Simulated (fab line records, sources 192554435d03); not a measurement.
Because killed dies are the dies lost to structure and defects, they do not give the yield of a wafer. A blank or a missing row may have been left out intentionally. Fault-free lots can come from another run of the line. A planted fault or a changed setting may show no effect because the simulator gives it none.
Chamber matching + flow n5Finfet + aldSin-01 running N5_BEOL_M0_SAQP_SPACER2_ALD_26: 4 sister chambers
The step deposits SiO2, target thk 15 nm, pulse time 1 s, purge time 2 s. 20 wafers are shown with their chamber, then 10 later ones without.

## WAFERS WITH THEIR CHAMBER
| wafer  | chamber | heaterPowerW (W) | precursorPulseHeightRel |
|--------|---------|------------------|-------------------------|
| L079.2 | 1       | 465              | 1.006                   |
| L079.4 | 2       | 487              | 1.004                   |
| L079.5 | 2       | 477              | 1.004                   |
| L080.1 | 3       | 460              | 1.002                   |
| L080.4 | 0       | 457              | 1.027                   |
| L080.5 | 0       | 449              | 1.001                   |
| L081.1 | 1       | 483              | 0.980                   |
| L081.2 | 3       | 466              | 1.016                   |
| L081.6 | 1       | 463              | 0.994                   |
| L087.2 | 1       | 459              | 1.034                   |
| L087.4 | 0       | 447              | 1.015                   |
| L087.6 | 0       | 441              | 1.054                   |
| L090.1 | 3       | 451              | 0.997                   |
| L090.2 | 1       | 472              | 0.972                   |
| L090.3 | 2       | 477              | 0.989                   |
| L090.4 | 0       | 451              | 1.053                   |
| L090.5 | 1       | 476              | 1.026                   |
| L090.6 | 0       | 465              | 0.969                   |
| L091.3 | 2       | 489              | 0.989                   |
| L091.4 | 3       | 459              | 0.991                   |

SIGNATURES (means of the wafers above)
| reading                 | chamber 0 | chamber 1 | chamber 2 | chamber 3 | scatter within a chamber |
|-------------------------|-----------|-----------|-----------|-----------|--------------------------|
| heaterPowerW            | 451.67    | 469.67    | 482.50    | 459.00    | 7.86                     |
| precursorPulseHeightRel | 1.01983   | 1.00200   | 0.99650   | 1.00150   | 0.0236                   |
Rule: distance of a wafer from a chamber = root of the sum over the readings of ((wafer's reading minus chamber's mean) / reading's scatter) squared. If the next closest chamber is less than 2 further off than the closest, the wafer can't be placed; otherwise it belongs to the closest. How the scatter is found: for the shown wafers, subtract from each reading the mean of its chamber, square and add these, divide the total by (wafers less chambers), then take the root.

## WAFERS WHOSE CHAMBER IS MISSING
| wafer  | heaterPowerW (W) | precursorPulseHeightRel |
|--------|------------------|-------------------------|
| L091.6 | 454              | 1.021                   |
| L093.1 | 469              | 0.990                   |
| L093.2 | 476              | 1.014                   |
| L093.3 | 449              | 1.008                   |
| L093.4 | 475              | 1.042                   |
| L093.5 | 479              | 0.971                   |
| L093.6 | 466              | 1.036                   |
| L097.1 | 474              | 0.999                   |
| L097.3 | 464              | 0.985                   |
| L097.4 | 484              | 0.978                   |

## WHICH CHAMBER EACH ONE RAN IN
| wafer  | from the rows above               | in truth |
|--------|-----------------------------------|----------|
| L091.6 | can't be placed: 0 or 3 or 1      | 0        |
| L093.1 | can't be placed: 1 or 3 or 2      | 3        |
| L093.2 | can't be placed: 1 or 2 or 3      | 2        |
| L093.3 | can't be placed: 0 or 3           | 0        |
| L093.4 | can't be placed: 1 or 2 or 3 or 0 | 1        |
| L093.5 | can't be placed: 2 or 1 or 3      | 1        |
| L093.6 | can't be placed: 1 or 3 or 0 or 2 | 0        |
| L097.1 | can't be placed: 1 or 2 or 3      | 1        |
| L097.3 | can't be placed: 3 or 1 or 0 or 2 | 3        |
| L097.4 | can't be placed: 2 or 1           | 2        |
Placed correctly: 0 of 10. Not placeable from these rows: 10 (in 10, the candidates include the true chamber). Number placed wrongly: 0.
